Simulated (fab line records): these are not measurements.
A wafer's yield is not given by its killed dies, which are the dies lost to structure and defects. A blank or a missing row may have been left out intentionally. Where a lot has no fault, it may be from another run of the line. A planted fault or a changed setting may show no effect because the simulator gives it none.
fab line records | flow n5Finfet
record lots=11 | wafers=31 | lastDay=18
route steps=1938 shown BEOL_M8@1348 PASSIVATION@1936
lots that met no fault: taken from a fault-free run of the same line
startH: the number of hours between the record's first day and the start of the first shown wafer of the lot | waitH: time in hours since the lot's previous step | " repeats the value in the row above | L1.1+2: a row that stands for several wafers | - no value present, or no start provided | * or withheld: withheld | < > ~ a bound
route shown NAME@n: names a module that has steps shown in the file, with the first one's number in the route | usual: the fault-free wafers' mean and standard deviation | same: alike in all rows | chamber/n: place in a boat | sites: readings site by site | _std_site: standard deviation across them | _edge_site: inner sites' mean taken away from outer sites' mean | radiusMm: how far each site lies from the wafer's centre | mask NAME#n: copy n | behind: the tool/chamber that last shaped the wafer | hold: reason for holding the lot/hours on hold/outcome of the hold | device: names the non-switching transistor (n, p or np) | end of line: the route-end tests of the same wafers | a step without rows: its recipe alone | killed: count of dies lost to structure and defects at first sort (not the wafer's yield) | map: the dies of a wafer, with x for killed, . for not killed, _ for no die there
set.NAME: the setting as run; set.NAME@STEP: as run at that earlier step | model.NAME: the simulator's own value behind a step, which no gauge read
one table for each step of the route and one row for each wafer, over a sample of lots
services: from which hour (startH, from the record's first day; less than 0 if before it) a tool's chamber was out of use, for how many hours, and why
## steps
# step N5_BEOL_M8_DESCUM_16
# recipe chemistry=O2 | timeS=7.9 | sourcePowerW=50 | biasPowerW=20 | pressureMtorr=20 | rfFrequencyHz=2.712e+07 | tempC=40 | resist=CAR-ArF | o2FlowSccm=225
# usual drypumpMotorCurrentA=5.6/0.51 | oesProductAu=0.83/0.081 | rfVppV=242.7/1.4 | showerheadPlenumPTorr=2.07/0.065 | throttleValvePct=20.36/0.28
# same timeS=7.9
lot.wafer | tool       | chamber | startH | waitH | drypumpMotorCurrentA | oesProductAu | rfHoursCounterH | rfVppV | showerheadPlenumPTorr | throttleValvePct
L495.1    | rieDiel-03 | 2       | 201.83 | 0.1   | 5.9                  | 0.69         | 232             | 243.0  | 2.08                  | 20.53
L495.4    | "          | 3       | "      | "     | 5.2                  | 0.73         | 158             | 243.4  | 2.16                  | 20.30
L495.6    | "          | 1       | "      | "     | 5.3                  | 0.81         | -               | 243.4  | 2.05                  | 20.30
L497.2    | rieDiel-02 | 0       | 211.16 | 0.3   | 5.1                  | 0.70         | 230             | 241.4  | 1.97                  | 20.85
L497.4    | "          | 1       | "      | "     | 6.4                  | 0.97         | 11              | 242.5  | 2.05                  | 19.82
L497.5    | "          | 2       | "      | "     | 5.1                  | 0.83         | -               | 242.1  | 2.04                  | 20.33
L499.2    | rieDiel-03 | 1       | 233.46 | 0.0   | 5.3                  | 0.79         | 93              | 242.2  | 2.05                  | 20.31
L499.4    | "          | 3       | "      | "     | 5.2                  | 0.72         | 170             | 245.4  | 2.15                  | 20.32
L499.6    | "          | 1       | "      | "     | 5.3                  | 0.80         | -               | 241.9  | 2.05                  | 20.33
L501.3    | rieDiel-02 | 3       | 243.95 | 0.0   | 5.3                  | 0.88         | 54              | 244.0  | 2.22                  | 20.33
L501.5    | "          | 0       | "      | "     | 5.1                  | 0.69         | -               | 240.9  | 1.96                  | 20.87
L501.6    | "          | 1       | "      | "     | 6.4                  | 0.92         | -               | 241.2  | 2.05                  | 19.84
L502.2    | rieDiel-03 | 3       | 252.46 | 0.2   | 5.2                  | 0.70         | 177             | 244.3  | 2.15                  | 20.34
L502.3    | "          | 1       | "      | "     | 5.3                  | 0.79         | 99              | 241.2  | 2.04                  | 20.32
L500.4    | rieDiel-02 | 0       | 256.91 | 0.3   | 5.1                  | 0.68         | 247             | 241.4  | 1.96                  | 20.87
L500.5    | "          | 0       | "      | "     | 5.1                  | 0.68         | -               | 242.3  | 1.96                  | 20.86
L500.6    | "          | 1       | "      | "     | 6.4                  | 0.91         | -               | 242.3  | 2.04                  | 19.85
L510.1    | rieDiel-03 | 2       | 298.28 | 0.0   | 5.9                  | 0.92         | 9               | 243.5  | 2.07                  | 20.20
L510.2    | "          | 0       | "      | "     | 6.1                  | 0.84         | 67              | 243.8  | 2.05                  | 20.78
L510.3    | "          | 3       | "      | "     | 5.1                  | 0.70         | 193             | 244.0  | 2.14                  | 20.35
L511.1    | rieDiel-03 | 0       | 314.82 | 0.0   | 6.1                  | 0.83         | 74              | 241.9  | 2.04                  | 20.80
L511.2    | "          | 1       | "      | "     | 5.3                  | 0.77         | 123             | 243.1  | 2.04                  | 20.34
L511.6    | "          | 3       | "      | "     | 5.2                  | 0.69         | -               | 244.8  | 2.14                  | 20.36
L513.1    | rieDiel-03 | 0       | 315.23 | 0.0   | 6.1                  | 0.82         | 74              | 241.0  | 2.04                  | 20.79
L513.5    | "          | 1       | "      | "     | 5.3                  | 0.77         | -               | 240.9  | 2.04                  | 20.35
L513.6    | "          | 0       | "      | "     | 6.2                  | 0.82         | -               | 241.9  | 2.04                  | 20.79
L514.3    | rieDiel-04 | 2       | 320.80 | 0.0   | 5.1                  | 0.85         | 69              | 242.4  | 2.05                  | 20.39
L514.4    | "          | 2       | "      | "     | 5.1                  | 0.85         | -               | 243.4  | 2.05                  | 20.39
L514.6    | "          | 0       | "      | "     | 5.0                  | 0.87         | -               | 244.7  | 2.02                  | 20.23
L517.1    | rieDiel-04 | 1       | 356.60 | 0.0   | 6.0                  | 0.93         | 11              | 243.5  | 2.14                  | 20.39
L517.4    | "          | 0       | "      | "     | 4.9                  | 0.85         | 50              | 242.8  | 2.02                  | 20.25
# step N5_BEOL_M8_STRIP_19
# recipe chemistry=O2 | powerW=400 | tempC=40 | pressureMtorr=30 | rfFrequencyHz=6e+07 | biasPowerW=0 | overashFraction=0.2 | o2FlowSccm=225
# usual drypumpMotorCurrentA=5.6/0.53 | oesProductAu=0.84/0.083 | rfVppV=3.7/0.66 | showerheadPlenumPTorr=2.07/0.066 | throttleValvePct=16.57/0.28
# same overashFraction=0.2
lot.wafer | tool       | chamber | startH | waitH | drypumpMotorCurrentA | oesProductAu | rfHoursCounterH | rfVppV | showerheadPlenumPTorr | throttleValvePct
L495.1    | rieDiel-02 | 3       | 202.22 | 0.1   | 5.3                  | 0.90         | 39              | 3.6    | 2.23                  | 16.46
L495.4    | "          | 2       | "      | "     | 5.1                  | 0.85         | 69              | 3.4    | 2.05                  | 16.59
L495.6    | "          | 0       | "      | "     | 5.1                  | 0.70         | -               | 3.9    | 1.97                  | 17.11
L497.2    | rieDiel-03 | 3       | 211.55 | 0.1   | 5.2                  | 0.72         | 162             | 3.1    | 2.16                  | 16.64
L497.4    | "          | 2       | "      | "     | 5.8                  | 0.69         | -               | 4.7    | 2.08                  | 16.84
L497.5    | "          | 0       | "      | "     | 6.1                  | 0.88         | -               | 3.7    | 2.06                  | 16.91
L499.2    | rieDiel-02 | 1       | 233.97 | 0.2   | 6.4                  | 0.94         | 19              | 3.6    | 2.05                  | 16.11
L499.4    | "          | 3       | "      | "     | 5.3                  | 0.88         | 50              | 2.9    | 2.23                  | 16.50
L499.6    | "          | 0       | "      | "     | 5.1                  | 0.68         | -               | 3.7    | 1.97                  | 17.13
L501.3    | rieDiel-04 | 0       | 244.34 | 0.1   | 5.0                  | 0.92         | 13              | 2.2    | 2.04                  | 16.42
L501.5    | "          | 3       | "      | "     | 6.1                  | 0.88         | -               | 4.0    | 2.05                  | 16.34
L501.6    | "          | 0       | "      | "     | 5.0                  | 0.92         | -               | 3.6    | 2.04                  | 16.43
L502.2    | rieDiel-02 | 2       | 253.00 | 0.2   | 5.1                  | 0.82         | 86              | 4.7    | 2.04                  | 16.63
L502.3    | "          | 0       | "      | "     | 5.1                  | 0.68         | 245             | 3.3    | 1.97                  | 17.13
L500.4    | rieDiel-04 | 3       | 257.67 | 0.4   | 6.2                  | 0.87         | -               | 3.9    | 2.05                  | 16.36
L500.5    | "          | 1       | "      | "     | 6.0                  | 0.71         | -               | 3.0    | 2.16                  | 17.10
L500.6    | "          | 2       | "      | "     | 5.0                  | 0.87         | -               | 2.7    | 2.06                  | 16.58
L510.1    | rieDiel-03 | 3       | 298.70 | 0.1   | 5.1                  | 0.70         | 194             | 3.7    | 2.15                  | 16.71
L510.2    | "          | 1       | "      | "     | 5.3                  | 0.76         | 116             | 3.8    | 2.04                  | 16.57
L510.3    | "          | 0       | "      | "     | 6.1                  | 0.83         | 67              | 3.4    | 2.05                  | 16.96
L511.1    | rieDiel-04 | 3       | 315.21 | 0.1   | 6.1                  | 0.82         | 55              | 4.2    | 2.04                  | 16.39
L511.2    | "          | 2       | "      | "     | 5.1                  | 0.85         | 66              | 3.7    | 2.05                  | 16.60
L511.6    | "          | 2       | "      | "     | 5.1                  | 0.84         | -               | 5.6    | 2.05                  | 16.58
L513.1    | rieDiel-02 | 3       | 315.71 | 0.2   | 5.3                  | 0.84         | 76              | 3.8    | 2.22                  | 16.55
L513.5    | "          | 0       | "      | "     | 5.1                  | 0.92         | -               | 4.6    | 2.22                  | 16.65
L513.6    | "          | 1       | "      | "     | 6.4                  | 0.87         | -               | 3.5    | 2.04                  | 16.14
L514.3    | rieDiel-04 | 0       | 321.19 | 0.1   | 4.9                  | 0.88         | 36              | 3.9    | 2.03                  | 16.46
L514.4    | "          | 0       | "      | "     | 4.9                  | 0.87         | -               | 2.9    | 2.03                  | 16.47
L514.6    | "          | 3       | "      | "     | 6.2                  | 0.84         | -               | 4.7    | 2.04                  | 16.41
L517.1    | rieDiel-02 | 2       | 356.99 | 0.1   | 5.1                  | 0.79         | 126             | 4.0    | 2.03                  | 16.69
L517.4    | "          | 1       | "      | "     | 6.4                  | 0.85         | 64              | 3.2    | 2.04                  | 16.16
# step N5_BEOL_M8_CD_MEAS_28
# recipe targetCdNm=40 | landingEnergyEv=500 | detector=seInlens
# usual cdNm=39.99/0.23
lot.wafer | tool     | chamber | startH | waitH | cdNm
L495.1    | cdSem-02 | 0       | 204.40 | -     | 40.54
L495.4    | "        | 0       | "      | "     | 40.26
L495.6    | "        | 0       | "      | "     | 40.55
L497.2    | cdSem-02 | 0       | 213.01 | -     | 40.09
L497.4    | "        | 0       | "      | "     | 39.74
L497.5    | "        | 0       | "      | "     | 39.75
L499.2    | cdSem-02 | 0       | 235.56 | -     | 39.51
L499.4    | "        | 0       | "      | "     | 39.64
L499.6    | "        | 0       | "      | "     | 39.93
L501.3    | cdSem-02 | 0       | 244.88 | -     | 40.01
L501.5    | "        | 0       | "      | "     | 39.93
L501.6    | "        | 0       | "      | "     | 40.44
L502.2    | cdSem-01 | 0       | 254.90 | -     | 39.88
L502.3    | "        | 0       | "      | "     | 40.01
L500.4    | cdSem-01 | 0       | 260.64 | -     | 40.24
L500.5    | "        | 0       | "      | "     | 39.90
L500.6    | "        | 0       | "      | "     | 39.97
L510.1    | cdSem-03 | 0       | 299.24 | -     | 40.53
L510.2    | "        | 0       | "      | "     | 39.69
L510.3    | "        | 0       | "      | "     | 40.54
L511.1    | cdSem-01 | 0       | 315.74 | -     | 39.96
L511.2    | "        | 0       | "      | "     | 39.99
L511.6    | "        | 0       | "      | "     | 39.89
L513.1    | cdSem-01 | 0       | 316.28 | -     | 40.13
L513.5    | "        | 0       | "      | "     | 39.95
L513.6    | "        | 0       | "      | "     | 40.17
L514.3    | cdSem-03 | 0       | 321.56 | -     | 39.88
L514.4    | "        | 0       | "      | "     | 40.06
L514.6    | "        | 0       | "      | "     | 39.84
L517.1    | cdSem-01 | 0       | 357.86 | -     | 39.67
L517.4    | "        | 0       | "      | "     | 39.83
# step N5_BEOL_M8_ETCH_72
# recipe chemistry=N2/H2 | target=underlayer | targetDepthA=65 | maskMaterial=CAR-EUV | timeS=5.2 | ionEnergyEv=200 | pressureMtorr=30 | sourceW=840 | biasW=150 | n2FlowSccm=200 | h2FlowSccm=200 | ends=cleared
# usual drypumpMotorCurrentA=5.6/0.53 | etchRfOnTimeS=5.17/0.092 | oesProductAu=0.71/0.064 | rfVppV=522.9/2.5 | showerheadPlenumPTorr=2.51/0.074 | throttleValvePct=17.8/0.31
lot.wafer | tool       | chamber | startH | waitH | drypumpMotorCurrentA | etchRfOnTimeS | oesProductAu | rfHoursCounterH | rfVppV | showerheadPlenumPTorr | throttleValvePct
L495.1    | rieDiel-02 | 3       | 204.91 | 0.0   | 5.3                  | 5.12          | 0.77         | 40              | 527.3  | 2.68                  | 17.5
L495.4    | "          | 2       | "      | "     | 5.1                  | 5.22          | 0.71         | 70              | 521.4  | 2.48                  | 17.8
L495.6    | "          | 1       | "      | "     | 6.4                  | 5.17          | 0.81         | -               | 522.2  | 2.49                  | 17.2
L497.2    | rieDiel-02 | 0       | 213.16 | 0.0   | 5.1                  | 5.21          | 0.59         | 231             | 521.7  | 2.40                  | 18.2
L497.4    | "          | 2       | "      | "     | 5.1                  | 5.24          | 0.71         | 73              | 521.3  | 2.48                  | 17.8
L497.5    | "          | 3       | "      | "     | 5.3                  | 5.10          | 0.76         | -               | 528.5  | 2.68                  | 17.5
L499.2    | rieDiel-02 | 3       | 235.94 | 0.0   | 5.3                  | 5.01          | 0.76         | 51              | 527.8  | 2.68                  | 17.5
L499.4    | "          | 0       | "      | "     | 5.1                  | 5.12          | 0.59         | 240             | 521.9  | 2.39                  | 18.2
L499.6    | "          | 1       | "      | "     | 6.4                  | 5.12          | 0.80         | -               | 523.0  | 2.49                  | 17.2
L501.3    | rieDiel-02 | 3       | 245.03 | 0.0   | 5.3                  | 7.81          | 0.60         | 54              | 529.9  | 2.68                  | 17.5
L501.5    | "          | 3       | "      | "     | 5.3                  | 5.08          | 0.74         | -               | 528.3  | 2.68                  | 17.5
L501.6    | "          | 0       | "      | "     | 5.1                  | 7.95          | 0.48         | -               | 520.0  | 2.39                  | 18.2
L502.2    | rieDiel-03 | 1       | 255.37 | 0.0   | 5.3                  | 5.18          | 0.68         | 100             | 520.9  | 2.45                  | 17.5
L502.3    | "          | 0       | "      | "     | 6.1                  | 5.08          | 0.73         | 51              | 521.6  | 2.48                  | 18.1
L500.4    | rieDiel-02 | 1       | 260.79 | 0.0   | 6.4                  | 5.24          | 0.76         | 28              | 521.5  | 2.49                  | 17.2
L500.5    | "          | 1       | "      | "     | 6.4                  | 5.25          | 0.75         | -               | 523.5  | 2.49                  | 17.2
L500.6    | "          | 2       | "      | "     | 5.1                  | 8.00          | 0.55         | -               | 522.6  | 2.48                  | 17.8
L510.1    | rieDiel-04 | 3       | 299.40 | 0.0   | 6.1                  | 5.31          | 0.72         | 47              | 523.0  | 2.48                  | 17.5
L510.2    | "          | 1       | "      | "     | 6.0                  | 5.12          | 0.60         | 248             | 525.5  | 2.60                  | 18.3
L510.3    | "          | 2       | "      | "     | 5.1                  | 5.04          | 0.73         | 58              | 523.8  | 2.48                  | 17.7
L511.1    | rieDiel-04 | 0       | 315.97 | 0.0   | 4.9                  | 5.09          | 0.76         | 33              | 521.3  | 2.51                  | 18.0
L511.2    | "          | 3       | "      | "     | 6.2                  | 5.33          | 0.71         | 55              | 522.7  | 2.48                  | 17.5
L511.6    | "          | 2       | "      | "     | 5.1                  | 5.08          | 0.73         | -               | 520.6  | 2.47                  | 17.7
L513.1    | rieDiel-04 | 3       | 316.48 | 0.0   | 6.2                  | 5.20          | 0.70         | 56              | 523.6  | 2.48                  | 17.5
L513.5    | "          | 3       | "      | "     | 6.2                  | 5.26          | 0.71         | -               | 520.5  | 2.48                  | 17.5
L513.6    | "          | 0       | "      | "     | 5.0                  | 5.07          | 0.75         | -               | 522.1  | 2.51                  | 18.0
L514.3    | rieDiel-04 | 0       | 321.76 | 0.0   | 5.0                  | 5.07          | 0.74         | 36              | 520.6  | 2.51                  | 18.0
L514.4    | "          | 2       | "      | "     | 5.1                  | 5.08          | 0.70         | -               | 522.6  | 2.47                  | 17.7
L514.6    | "          | 3       | "      | "     | 6.2                  | 5.31          | 0.71         | -               | 524.0  | 2.48                  | 17.5
L517.1    | rieDiel-04 | 2       | 358.02 | 0.0   | 5.1                  | 5.09          | 0.69         | 80              | 520.5  | 2.47                  | 17.7
L517.4    | "          | 0       | "      | "     | 5.0                  | 5.08          | 0.73         | 50              | 522.4  | 2.51                  | 18.0
# step N5_PASSIVATION_PROBE_49
# usual defectLimitedYield=91.7/1.7 | killed_at_M0_to_M3=34/10 | killed_at_M4_up=13/5.1 | killedAtContacts=12/6.2 | killedAtFrontEnd=36/12 | killedAtOther=3.2/2.6 | killedDies=98/20 | killedOpen=65/13 | killedShort=32/8.4 | sort_bin_5_function=4.8/1.1 | sort_bin_6_memory=3.2/0.74 | sortNPass=1082/20 | sortYieldPct=91.7/1.7
# same grossDies=1180 | killedAtBackSide=0 | sort_bin_4_leakage[%]=0 | sort_bin_8_speed[%]=0
lot.wafer | tool      | chamber | startH | waitH | defectLimitedYield[%] | killed_at_M0_to_M3 | killed_at_M4_up | killedAtContacts | killedAtFrontEnd | killedAtOther | killedDies | killedOpen | killedShort | sort_bin_5_function[%] | sort_bin_6_memory[%] | sortNPass | sortYieldPct[%]
L495.1    | prober-02 | -       | 278.84 | 0.0   | 92.8                  | 41                 | 16              | 3                | 24               | 1             | 85         | 50         | 35          | 4.4                    | 2.5                  | 1095      | 92.8
L495.4    | prober-02 | -       | 278.99 | 0.2   | 92.8                  | 26                 | 12              | 12               | 32               | 3             | 85         | 52         | 32          | 4.3                    | 2.6                  | 1095      | 92.8
L495.6    | prober-02 | -       | 279.09 | 0.3   | 90.1                  | 43                 | 10              | 18               | 41               | 5             | 117        | 79         | 38          | 6.4                    | 3.4                  | 1063      | 90.1
L497.2    | prober-02 | -       | 280.86 | 0.1   | 90.9                  | 52                 | 9               | 26               | 15               | 5             | 107        | 76         | 31          | 5.2                    | 3.7                  | 1073      | 90.9
L497.4    | prober-02 | -       | 280.96 | 0.2   | 92.9                  | 26                 | 17              | 12               | 23               | 6             | 84         | 54         | 29          | 4.0                    | 2.8                  | 1096      | 92.9
L497.5    | prober-02 | -       | 281.01 | 0.2   | 93.0                  | 37                 | 7               | 16               | 19               | 4             | 83         | 50         | 33          | 3.8                    | 3.1                  | 1097      | 93.0
L501.3    | prober-02 | -       | 319.39 | 0.1   | 91.6                  | 35                 | 14              | 14               | 28               | 8             | 99         | 76         | 23          | 4.8                    | 3.5                  | 1081      | 91.6
L501.5    | prober-02 | -       | 319.49 | 0.2   | 89.7                  | 30                 | 8               | 8                | 72               | 4             | 122        | 83         | 36          | 5.8                    | 4.2                  | 1058      | 89.7
L501.6    | prober-02 | -       | 319.54 | 0.3   | 89.7                  | 40                 | 8               | 13               | 59               | 2             | 122        | 82         | 40          | 6.7                    | 3.2                  | 1058      | 89.7
L502.2    | prober-01 | -       | 320.01 | 0.1   | 91.9                  | 34                 | 12              | 11               | 38               | 1             | 96         | 66         | 24          | 4.4                    | 3.1                  | 1084      | 91.9
L502.3    | prober-01 | -       | 320.06 | 0.1   | 92.6                  | 32                 | 15              | 13               | 27               | 0             | 87         | 58         | 29          | 3.9                    | 3.3                  | 1093      | 92.6
L500.4    | prober-02 | -       | 327.29 | 0.2   | 90.3                  | 44                 | 7               | 3                | 58               | 3             | 115        | 72         | 43          | 4.9                    | 4.4                  | 1065      | 90.3
L510.1    | prober-02 | -       | 368.40 | 0.0   | 91.5                  | 40                 | 14              | 7                | 39               | 0             | 100        | 67         | 32          | 4.6                    | 3.5                  | 1080      | 91.5
L510.2    | prober-02 | -       | 368.45 | 0.1   | 90.9                  | 43                 | 17              | 8                | 39               | 0             | 107        | 65         | 40          | 4.7                    | 3.9                  | 1073      | 90.9
L510.3    | prober-02 | -       | 368.50 | 0.1   | 88.5                  | 62                 | 10              | 19               | 41               | 4             | 136        | 92         | 44          | 7.3                    | 3.8                  | 1044      | 88.5
L511.1    | prober-01 | -       | 376.49 | 0.0   | 93.9                  | 24                 | 10              | 6                | 31               | 1             | 72         | 42         | 30          | 3.7                    | 2.0                  | 1108      | 93.9
L511.2    | prober-01 | -       | 376.54 | 0.1   | 92.1                  | 30                 | 13              | 12               | 33               | 5             | 93         | 67         | 24          | 4.7                    | 2.9                  | 1087      | 92.1
L511.6    | prober-01 | -       | 376.74 | 0.3   | 91.3                  | 32                 | 10              | 14               | 40               | 7             | 103        | 66         | 36          | 4.2                    | 4.3                  | 1077      | 91.3
L517.1    | prober-01 | -       | 434.16 | 0.0   | 92.5                  | 28                 | 10              | 25               | 23               | 2             | 88         | 66         | 22          | 4.2                    | 2.9                  | 1092      | 92.5
L517.4    | prober-01 | -       | 434.31 | 0.2   | 93.2                  | 24                 | 19              | 12               | 22               | 3             | 80         | 57         | 23          | 4.1                    | 2.7                  | 1100      | 93.2
# killed by level:class
L495.1 BEOL_M0_SAQP:geometricParticle:short=14 BEOL_M0_SAQP:geometricParticle:open=13 BEOL_M4:geometricParticle:open=8 GATE_CUT:geometricParticle:short=5 FIN_SAQP:geometricParticle:short=3 STI_FIN_REVEAL:geometricParticle:open=3 BEOL_M2:geometricParticle:open=3 BEOL_M7:geometricParticle:open=3
L495.4 BEOL_M2:geometricParticle:open=10 MOL_CONTACT_COAG:geometricParticle:open=8 BEOL_M0_SAQP:geometricParticle:open=6 FIN_SAQP:geometricParticle:open=5 STI_FIN_REVEAL:geometricParticle:open=5 BEOL_M0_SAQP:geometricParticle:short=5 FIN_SAQP:geometricParticle:short=3 STARTING-WAFER:geometricParticle:short=3
L495.6 MOL_CONTACT_COAG:geometricParticle:open=16 BEOL_M0_SAQP:geometricParticle:short=15 BEOL_M2:geometricParticle:open=10 DUMMY_GATE:geometricParticle:open=8 BEOL_M0_SAQP:geometricParticle:open=7 FIN_SAQP:geometricParticle:open=6 FIN_SAQP:geometricParticle:short=6 STI_FIN_REVEAL:geometricParticle:open=6
L497.2 MOL_CONTACT_COAG:geometricParticle:open=23 BEOL_M0_SAQP:geometricParticle:open=16 BEOL_M0_SAQP:geometricParticle:short=9 BEOL_M1:geometricParticle:open=8 BEOL_M3:geometricParticle:open=6 BEOL_M2:geometricParticle:open=5 STARTING-WAFER:geometricParticle:short=5 BEOL_M1:geometricParticle:short=4
L497.4 MOL_CONTACT_COAG:geometricParticle:open=10 DUMMY_GATE:geometricParticle:open=7 BEOL_M0_SAQP:geometricParticle:open=7 BEOL_M4:geometricParticle:open=6 FIN_SAQP:geometricParticle:short=5 BEOL_M0_SAQP:geometricParticle:short=5 BEOL_M5:geometricParticle:open=5 BEOL_M1:geometricParticle:open=4
L497.5 MOL_CONTACT_COAG:geometricParticle:open=12 BEOL_M0_SAQP:geometricParticle:short=10 BEOL_M0_SAQP:geometricParticle:open=10 FIN_SAQP:geometricParticle:short=6 BEOL_M2:geometricParticle:open=5 STI_FIN_REVEAL:geometricParticle:open=4 GATE_CUT:geometricParticle:short=4 MOL_CONTACT_COAG:geometricParticle:short=4
L501.3 MOL_CONTACT_COAG:geometricParticle:open=12 BEOL_M2:geometricParticle:open=10 BEOL_M4:geometricParticle:open=8 STI_FIN_REVEAL:geometricParticle:open=7 BEOL_M3:geometricParticle:open=7 BEOL_M1:geometricParticle:open=6 BEOL_M0_SAQP:geometricParticle:open=5 FIN_SAQP:geometricParticle:short=4
L501.5 FIN_SAQP:geometricParticle:open=15 FIN_SAQP:geometricParticle:short=12 STI_FIN_REVEAL:geometricParticle:open=11 MOL_CONTACT_COAG:geometricParticle:open=8 BEOL_M3:geometricParticle:open=8 DUMMY_GATE:geometricParticle:open=6 GATE_CUT:geometricParticle:open=6 BEOL_M0_SAQP:geometricParticle:open=6
L501.6 BEOL_M3:geometricParticle:open=14 FIN_SAQP:geometricParticle:open=13 MOL_CONTACT_COAG:geometricParticle:open=9 FIN_SAQP:geometricParticle:short=6 DUMMY_GATE:geometricParticle:short=6 DUMMY_GATE:geometricParticle:open=6 ILD0:geometricParticle:open=6 BEOL_M0_SAQP:geometricParticle:open=6
L502.2 BEOL_M1:geometricParticle:open=11 BEOL_M4:geometricParticle:open=9 MOL_CONTACT_COAG:geometricParticle:open=9 STI_FIN_REVEAL:geometricParticle:open=7 HKMG_FIN:areaEtch=6 FIN_SAQP:geometricParticle:open=5 FIN_SAQP:geometricParticle:short=5 BEOL_M0:geometricParticle:open=5
L502.3 MOL_CONTACT_COAG:geometricParticle:open=10 BEOL_M4:geometricParticle:open=9 BEOL_M3:geometricParticle:open=8 FIN_SAQP:geometricParticle:open=7 FIN_SAQP:geometricParticle:short=5 BEOL_M0_SAQP:geometricParticle:short=5 DUMMY_GATE:geometricParticle:open=4 BEOL_M3:geometricParticle:short=4
L500.4 FIN_SAQP:geometricParticle:short=17 STI_FIN_REVEAL:geometricParticle:open=13 FIN_SAQP:geometricParticle:open=11 BEOL_M3:geometricParticle:open=11 BEOL_M0_SAQP:geometricParticle:short=10 BEOL_M2:geometricParticle:open=9 BEOL_M0_SAQP:geometricParticle:open=8 STI_FIN_REVEAL:geometricParticle:short=5
L510.1 BEOL_M0_SAQP:geometricParticle:open=18 FIN_SAQP:geometricParticle:open=10 BEOL_M3:geometricParticle:open=9 MOL_CONTACT_COAG:geometricParticle:open=7 BEOL_M4:geometricParticle:open=6 FIN_SAQP:geometricParticle:short=5 STI_FIN_REVEAL:geometricParticle:open=5 DUMMY_GATE:geometricParticle:short=5
L510.2 STI_FIN_REVEAL:geometricParticle:open=16 BEOL_M0_SAQP:geometricParticle:short=12 BEOL_M4:geometricParticle:open=11 FIN_SAQP:geometricParticle:short=10 BEOL_M0_SAQP:geometricParticle:open=8 BEOL_M1:geometricParticle:open=7 MOL_CONTACT_COAG:geometricParticle:open=6 BEOL_M3:geometricParticle:open=6
L510.3 BEOL_M0_SAQP:geometricParticle:open=17 BEOL_M0_SAQP:geometricParticle:short=15 MOL_CONTACT_COAG:geometricParticle:open=15 BEOL_M3:geometricParticle:open=14 STI_FIN_REVEAL:geometricParticle:open=13 FIN_SAQP:geometricParticle:open=7 FIN_SAQP:geometricParticle:short=6 GATE_CUT:geometricParticle:short=6
L511.1 FIN_SAQP:geometricParticle:short=7 GATE_CUT:geometricParticle:short=6 BEOL_M0_SAQP:geometricParticle:short=6 STI_FIN_REVEAL:geometricParticle:open=5 BEOL_M3:geometricParticle:open=5 MOL_CONTACT_COAG:geometricParticle:open=5 GATE_CUT:geometricParticle:open=4 BEOL_M0_SAQP:geometricParticle:open=4
L511.2 BEOL_M3:geometricParticle:open=14 MOL_CONTACT_COAG:geometricParticle:open=10 STI_FIN_REVEAL:geometricParticle:open=9 FIN_SAQP:geometricParticle:short=6 FIN_SAQP:geometricParticle:open=5 GATE_CUT:geometricParticle:open=4 BEOL_M1:geometricParticle:open=4 BEOL_M5:geometricParticle:open=4
L511.6 BEOL_M2:geometricParticle:open=11 MOL_CONTACT_COAG:geometricParticle:open=10 STI_FIN_REVEAL:geometricParticle:open=9 GATE_CUT:geometricParticle:short=8 FIN_SAQP:geometricParticle:open=7 BEOL_M3:geometricParticle:open=6 BEOL_M1:geometricParticle:open=5 MOL_CONTACT_COAG:geometricParticle:short=4
L517.1 MOL_CONTACT_COAG:geometricParticle:open=20 BEOL_M0_SAQP:geometricParticle:open=11 BEOL_M4:geometricParticle:open=7 BEOL_M0_SAQP:geometricParticle:short=6 BEOL_M1:geometricParticle:open=6 MOL_CONTACT_COAG:geometricParticle:short=5 STARTING-WAFER:geometricParticle:open=4 FIN_SAQP:geometricParticle:open=3
L517.4 FIN_SAQP:geometricParticle:open=10 MOL_CONTACT_COAG:geometricParticle:open=10 BEOL_M0_SAQP:geometricParticle:short=8 BEOL_M1:geometricParticle:open=6 BEOL_M4:geometricParticle:open=6 BEOL_M5:geometricParticle:open=6 BEOL_M0_SAQP:geometricParticle:open=3 BEOL_M2:geometricParticle:open=3
## services
tool       | chamber | startH | hours | kind
rieDiel-03 | 1       | 204.96 | 8.0   | repair
rieDiel-03 | 0       | 222.41 | 3.9   | repair
rieDiel-04 | 0       | 244.97 | 22.3  | repair
rieDiel-03 | 2       | 251.38 | -     | clean
rieDiel-03 | 2       | 251.38 | -     | consumableReplace:focusRing
rieDiel-02 | 0       | 267.08 | -     | clean
rieDiel-02 | 0       | 267.08 | -     | consumableReplace:focusRing
rieDiel-02 | 0       | 267.08 | -     | consumableReplace:showerhead
rieDiel-02 | 0       | 267.08 | 22.5  | scheduledDown
rieDiel-02 | 0       | 267.08 | 22.5  | ventCycle
rieDiel-02 | 3       | 277.74 | 6.1   | repair
rieDiel-04 | 1       | 305.74 | -     | clean
rieDiel-04 | 1       | 305.74 | -     | consumableReplace:focusRing
rieDiel-04 | 1       | 305.74 | 17.1  | scheduledDown
rieDiel-04 | 1       | 305.74 | 17.1  | ventCycle
rieDiel-02 | -       | 307.01 | 4.3   | pm
rieDiel-02 | 0       | 321.23 | 8.0   | repair
rieDiel-03 | 3       | 348.19 | 4.0   | repair
## key
firstSign step=N5_BEOL_M8_ETCH_72 | reading=etchRfOnTimeS | direction=up | sigmas=30 | usual=* | struck=*
effect step=N5_BEOL_M8_ETCH_72 | reading=oesProductAu | direction=down | sigmas=2.6 | usual=0.71 | struck=0.54 | wafersMoved=2
metAt N5_BEOL_M8_ETCH_72
struckLots L500,L501
struckWafers L500.6,L501.3,L501.6
notActingAt N5_BEOL_M8_DESCUM_16,N5_BEOL_M8_STRIP_19,N5_BEOL_M8_CD_MEAS_28
onsetBetween 235.94 245.03
fault kind=processParameterDrift | tool=rieDiel-02 | chamber=- | onsetH=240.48 | steps=N5_BEOL_M8_ETCH_72 | channel=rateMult | offset=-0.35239 | shape=step | endH=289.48 | scope=struckWafersOnly
